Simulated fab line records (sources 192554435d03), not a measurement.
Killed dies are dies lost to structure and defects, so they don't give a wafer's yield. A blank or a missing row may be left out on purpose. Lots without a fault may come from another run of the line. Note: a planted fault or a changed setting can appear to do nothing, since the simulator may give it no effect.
Which tool is to blame?	flow n5_finfet	25 wafers from 9 lots sampled at 5 of the route's 1938 steps

## WHAT THE GAUGES SHOWED, per wafer
N5_BEOL_M4_RC_MEAS_101. Usual: DIBL_N 35.8 mV/V, standard deviation 1.5; DIBL_P 35.9 mV/V, standard deviation 1.8; IOFF_N 0.152 nA/um, standard deviation 0.025; IOFF_P 0.21 nA/um, standard deviation 0.031; ION_N 672 uA/um, standard deviation 11; ION_P 462 uA/um, standard deviation 7.4; SS_N 71.5 mV/dec, standard deviation 0.52; SS_P 73.2 mV/dec, standard deviation 0.54; VT_N 250 mV, standard deviation 3; VT_P -250 mV, standard deviation 3.3.
lot	measured	on	DIBL_N (mV/V)	DIBL_P (mV/V)	IOFF_N (nA/um)	IOFF_P (nA/um)	ION_N (uA/um)	ION_P (uA/um)	SS_N (mV/dec)	SS_P (mV/dec)	VT_N (mV)	VT_P (mV)	flag
L705	day 9 07:46	prober-01	33.9 34.9 34.1	34.8 35.9 35.4	0.122 0.143 0.125	0.16 0.17 0.16	670 674 665	457 452 459	70.9 70.7 71.5	72.9 73.0 72.6	250 251 251	-254 -252 -256	
L709	day 9 23:46	prober-02	34.6 36.3	34.5 36.1	0.115 0.146	0.15 0.18	652 669	449 463	71.6 71.1	72.3 72.7	256 252	-255 -253	
L710	day 10 14:59	prober-01	35.9 36.2 35.8	35.9 36.9 36.0	0.158 0.169 0.161	0.21 0.23 0.21	673 684 685	464 469 466	71.3 71.0 70.9	72.6 73.7 73.8	248 248 248	-245 -248 -251	
L713	day 10 20:46	prober-01	37.1 34.2 35.5	37.8 34.8 36.5	0.177 0.128 0.145	0.23 0.18 0.20	667 677 672	458 467 459	71.3 71.8 71.3	74.7 73.7 74.1	248 252 251	-248 -250 -253	
L716	day 11 21:38	prober-02	35.2 38.9 35.4	36.2 40.1 35.7	0.142 0.205 0.134	0.20 0.27 0.20	675 687 658	461 475 456	71.5 72.3 71.5	73.4 74.0 72.7	250 245 250	-252 -247 -251	
L721	day 13 01:29	prober-01	34.0 33.5 34.8	34.4 34.2 36.0	0.141 0.127 0.159	0.21 0.20 0.24	664 648 689	463 457 473	72.0 70.8 71.4	73.1 72.4 73.4	252 253 249	-247 -247 -246	
L722	day 13 12:31	prober-02	33.7 33.9 34.5	34.6 34.2 34.7	0.135 0.133 0.145	0.20 0.19 0.20	662 664 653	465 455 455	71.3 71.8 71.4	72.6 73.0 73.2	251 253 254	-249 -251 -252	
L723	day 13 15:20	prober-01	36.0 35.9 35.4	35.4 35.9 35.1	0.146 0.154 0.144	0.22 0.23 0.21	676 678 693	467 466 468	71.5 71.8 71.3	73.1 73.0 72.4	251 246 251	-249 -248 -248	
L724	day 14 09:00	prober-02	35.6 35.0	35.7 34.9	0.151 0.137	0.21 0.19	666 675	465 472	71.9 71.3	73.4 72.8	251 256	-251 -253	

## EACH LOT AND THE TOOL THAT RAN IT (in order: tool; ch and the chambers of the sampled wafers; start)
lot	N5_SDB_HM_DEP_00	N5_SDB_ETCH_18	N5_SDB_STRIP_21	N5_SDB_CUT_ETCH_26
L705	pecvd-01 ch 0,1,2, day 4 17:17	rie_diel-04 ch 0,2,3, day 4 17:53	rie_diel-04 ch 0,2,3, day 4 18:02	rie_si-04 ch 1,2,3, day 4 18:26
L709	pecvd-04 ch 0,2, day 5 17:50	rie_diel-03 ch 0,2, day 5 18:20	rie_diel-03 ch 0,2, day 5 18:28	rie_si-04 ch 0,1, day 5 18:53
L710	pecvd-03 ch 0,1, day 5 22:58	rie_diel-02 ch 0,2,3, day 5 23:35	rie_diel-02 ch 0,2,3, day 5 23:43	rie_si-04 ch 0,1,3, day 6 01:10
L713	pecvd-01 ch 0,1, day 6 18:44	rie_diel-02 ch 0,1,3, day 6 19:36	rie_diel-02 ch 0,1,3, day 6 19:44	rie_si-04 ch 0,1,2, day 6 20:09
L716	pecvd-03 ch 0,1,2, day 7 12:26	rie_diel-04 ch 0,1,3, day 7 13:03	rie_diel-04 ch 0,1,3, day 7 13:11	rie_si-03 ch 1,2,3, day 7 13:36
L721	pecvd-01 ch 1,2, day 8 21:01	rie_diel-02 ch 2,3, day 9 00:12	rie_diel-02 ch 2,3, day 9 00:20	rie_si-02 ch 0,3, day 9 01:19
L722	pecvd-04 ch 0,2, day 8 23:26	rie_diel-03 ch 0,2,3, day 9 00:16	rie_diel-03 ch 0,2,3, day 9 00:24	rie_si-03 ch 0,1, day 9 01:25
L723	pecvd-01 ch 1,2, day 9 07:25	rie_diel-04 ch 2,3, day 9 07:54	rie_diel-04 ch 2,3, day 9 08:02	rie_si-02 ch 0,1, day 9 08:27
L724	pecvd-04 ch 0,1, day 9 14:21	rie_diel-03 ch 0,2, day 9 14:58	rie_diel-03 ch 0,2, day 9 15:06	rie_si-02 ch 1,2, day 9 15:30
- N5_SDB_HM_DEP_00: deposits SiNx from SiH4/NH3/N2, target thk 40 nm, time 35.3 s.
- N5_SDB_ETCH_18: etches SOC in N2/H2, target depth 100 nm, overetch 20 nm, time 150 s.
- N5_SDB_STRIP_21: strips in CF4.
- N5_SDB_CUT_ETCH_26: etches Si in HBr/Cl2/O2, target depth 129.6 nm, bt time 20 s, time 51.8 s.

## WHAT THE TOOLS THEMSELVES READ (means of the sampled wafers that have a number; where no wafer has one, the mark that the record gives instead)
N5_SDB_HM_DEP_00. Usual: heater_power_w 740 W, standard deviation 76; showerhead_plenum_p_Torr 5.15 Torr, standard deviation 0.07; throttle_valve_pct 40.4 %, standard deviation 2.6.
lot	tool	heater_power_w (W)	showerhead_plenum_p_Torr (Torr)	throttle_valve_pct (%)	flag
L705	pecvd-01	742	5.21	42.8	
L709	pecvd-04	712	5.08	39.2	
L710	pecvd-03	800	5.17	39.3	
L713	pecvd-01	813	5.23	40.8	
L716	pecvd-03	770	5.18	38.8	
L721	pecvd-01	674	5.20	45.0	
L722	pecvd-04	725	5.09	39.4	
L723	pecvd-01	705	5.20	44.9	
L724	pecvd-04	780	5.11	38.9	

N5_SDB_ETCH_18. Usual: bias_w 150.0 W, standard deviation 0.43; drypump_motor_current_A 5.6 A, standard deviation 0.51; oes_product_au 0.70 a.u., standard deviation 0.08; rf_vpp_V 523.6 V, standard deviation 2.4; showerhead_plenum_p_Torr 2.54 Torr, standard deviation 0.079; throttle_valve_pct 17.85 %, standard deviation 0.29.
lot	tool	bias_w (W)	drypump_motor_current_A (A)	oes_product_au (a.u.)	rf_vpp_V (V)	showerhead_plenum_p_Torr (Torr)	throttle_valve_pct (%)	flag
L705	rie_diel-04	150.3	5.4	0.64	523.6	2.52	18.01	
L709	rie_diel-03	149.7	6.0	0.74	521.8	2.51	17.96	
L710	rie_diel-02	150.2	5.2	0.76	523.2	2.54	17.78	
L713	rie_diel-02	150.0	5.6	0.71	523.3	2.54	17.72	
L716	rie_diel-04	150.5	5.8	0.63	523.8	2.55	18.12	
L721	rie_diel-02	149.9	5.2	0.77	524.2	2.56	17.67	
L722	rie_diel-03	150.3	5.7	0.70	523.7	2.55	17.96	
L723	rie_diel-04	150.0	5.5	0.82	522.2	2.50	17.54	
L724	rie_diel-03	149.4	6.1	0.71	522.1	2.50	18.00	

N5_SDB_STRIP_21. Usual: drypump_motor_current_A 5.6 A, standard deviation 0.5; oes_product_au 0.78 a.u., standard deviation 0.088; rf_vpp_V 271.1 V, standard deviation 1.3; showerhead_plenum_p_Torr 1.78 Torr, standard deviation 0.053; throttle_valve_pct 13.60 %, standard deviation 0.27.
lot	tool	drypump_motor_current_A (A)	oes_product_au (a.u.)	rf_vpp_V (V)	showerhead_plenum_p_Torr (Torr)	throttle_valve_pct (%)	flag
L705	rie_diel-04	5.4	0.70	271.0	1.76	13.74	
L709	rie_diel-03	5.9	0.82	271.3	1.77	13.62	
L710	rie_diel-02	5.2	0.84	270.4	1.78	13.51	
L713	rie_diel-02	5.6	0.78	271.0	1.79	13.59	
L716	rie_diel-04	5.7	0.70	270.7	1.79	13.84	
L721	rie_diel-02	5.2	0.85	271.9	1.79	13.33	
L722	rie_diel-03	5.7	0.77	270.3	1.80	13.70	
L723	rie_diel-04	5.5	0.91	270.8	1.75	13.21	
L724	rie_diel-03	6.0	0.77	269.8	1.75	13.69	

N5_SDB_CUT_ETCH_26. Usual: drypump_motor_current_A 5.8 A, standard deviation 0.39; he_backside_leak_sccm 2.7 sccm, standard deviation 0.32; oes_product_au 0.999 a.u., standard deviation 0.019; throttle_valve_pct 37.2 %, standard deviation 0.38.
lot	tool	drypump_motor_current_A (A)	he_backside_leak_sccm (sccm)	oes_product_au (a.u.)	throttle_valve_pct (%)	flag
L705	rie_si-04	5.9	2.8	0.995	37.2	
L709	rie_si-04	6.0	2.4	0.978	37.4	
L710	rie_si-04	5.9	2.5	0.985	37.1	
L713	rie_si-04	6.0	2.8	0.989	37.5	
L716	rie_si-03	5.6	2.6	0.999	37.1	
L721	rie_si-02	5.4	2.6	0.994	37.0	
L722	rie_si-03	5.4	3.1	0.995	37.1	
L723	rie_si-02	5.6	2.4	0.994	37.1	
L724	rie_si-02	5.6	2.6	1.024	37.1	

## THE ANSWER, worked out from the rows above alone
Rule: take the mean of a lot's wafers that have a number; if it is more than 3 standard deviations from the usual mean, the lot is off. Also off: a lot with no number at a reading for which 4 or more lots have one. Any other lot the step has rows for is counted as sound. First the gauges in route order, then the tools' own readings, where a lot's mean is used as printed above. At the first step where some lot is off, the reading lying furthest off is the one used; lots without a number count as furthest.
None of the lots is off at any reading shown; this tells nothing.

## WHAT THE SIMULATOR HAD INSERTED
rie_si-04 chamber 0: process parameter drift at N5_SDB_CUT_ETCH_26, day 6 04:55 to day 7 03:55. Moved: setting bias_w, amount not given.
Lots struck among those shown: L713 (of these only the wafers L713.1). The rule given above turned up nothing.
